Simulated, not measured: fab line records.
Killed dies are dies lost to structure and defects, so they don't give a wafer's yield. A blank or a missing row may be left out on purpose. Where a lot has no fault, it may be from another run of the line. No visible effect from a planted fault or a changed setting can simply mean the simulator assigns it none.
The tool behind it: which one?    flow n5Finfet    27 wafers sampled from 9 lots at 1 step of a route of 1938

## WHAT THE GAUGES SHOWED, per wafer
N5_BEOL_M4_RC_MEAS_101.
lot   measured      on         DIBL_N (mV/V)   DIBL_P (mV/V)   IOFF_N (nA/um)     IOFF_P (nA/um)  ION_N (uA/um)  ION_P (uA/um)  SS_N (mV/dec)   SS_P (mV/dec)   VT_N (mV)    VT_P (mV)
L829  day 8 14:43   prober-02  35.3 33.1 35.4  35.0 32.6 35.4  0.147 0.115 0.157  0.18 0.16 0.20  670 664 679    456 458 466    71.7 70.6 70.9  72.2 72.7 72.6  248 254 248  -254 -252 -247
L837  day 10 07:54  prober-01  33.5 35.2 35.6  32.2 35.0 34.7  0.094 0.133 0.128  0.16 0.20 0.20  647 670 664    456 468 464    71.0 70.8 70.7  72.5 73.1 72.9  258 251 252  -253 -251 -253
L832  day 10 14:03  prober-01  35.8 35.6 35.3  34.8 35.3 34.3  0.142 0.137 0.125  0.18 0.19 0.17  673 672 665    457 461 460    71.2 70.9 70.9  73.5 73.3 73.4  251 252 255  -254 -252 -255
L843  day 11 19:53  prober-01  36.2 34.2 35.7  36.4 35.0 36.0  0.143 0.112 0.139  0.19 0.17 0.19  669 657 677    458 459 465    71.5 71.6 70.9  73.0 72.5 73.7  250 255 251  -252 -251 -252
L842  day 11 22:42  prober-02  35.4 33.1 32.8  36.4 33.2 33.1  0.139 0.101 0.107  0.19 0.15 0.15  662 649 663    460 449 449    71.7 71.2 71.0  73.9 72.4 72.7  252 256 256  -250 -253 -255
L846  day 13 03:14  prober-01  35.8 34.0 37.7  35.4 33.6 37.9  0.139 0.103 0.166  0.19 0.17 0.23  667 641 659    461 449 453    71.4 71.2 71.9  72.9 73.1 73.5  256 257 251  -252 -254 -252
L847  day 13 08:16  prober-02  35.1 38.0 33.5  35.6 38.5 33.5  0.145 0.202 0.112  0.20 0.26 0.16  682 690 657    466 471 452    72.3 73.0 71.0  73.7 74.0 73.2  252 246 257  -250 -247 -255
L848  day 13 14:29  prober-01  35.4 35.7 33.4  36.6 36.8 34.4  0.162 0.163 0.128  0.20 0.20 0.16  679 680 675    462 464 462    71.3 70.8 69.8  73.0 73.5 72.7  248 248 250  -253 -254 -256
L850  day 13 16:16  prober-01  36.1 36.3 35.4  34.9 35.3 35.1  0.148 0.159 0.150  0.18 0.19 0.19  668 676 662    454 462 461    71.4 71.4 71.5  73.0 73.0 73.4  251 248 247  -255 -253 -252

## TOOL THAT RAN EACH LOT (tool first, then ch and the chambers of the sampled wafers, then the start)
No process step before these readings appears in the record.

## WHAT THE TOOLS THEMSELVES READ (means of the sampled wafers that have a number; where no wafer has one, the mark that the record gives instead)
The record holds no such reading with a usual standard deviation.

## THE ANSWER, worked out from the rows above alone
Rule: the usual values come from the lots themselves. Put in order of their means at a reading, lots are off if they are a third of the lots or fewer, leave a main group of 4 or more, and stand apart from it by a gap of 3 or more times the standard deviation of the main group's means; of several such gaps the widest counts. A main group is skipped when, at the precision printed for the reading in the tables above, its means are all equal. A lot without any number at a reading at which 4 lots or more have one is off too. The other lots that the step has rows for count as sound. The gauges are gone through in route order, then the tools' own readings, and for those a lot's mean is taken as printed above. At the first step where some lot is off, the reading lying furthest off is the one used; lots without a number count as furthest.
No lot is off on any of the readings shown, so nothing can be concluded from this.

## WHAT THE SIMULATOR PUT IN
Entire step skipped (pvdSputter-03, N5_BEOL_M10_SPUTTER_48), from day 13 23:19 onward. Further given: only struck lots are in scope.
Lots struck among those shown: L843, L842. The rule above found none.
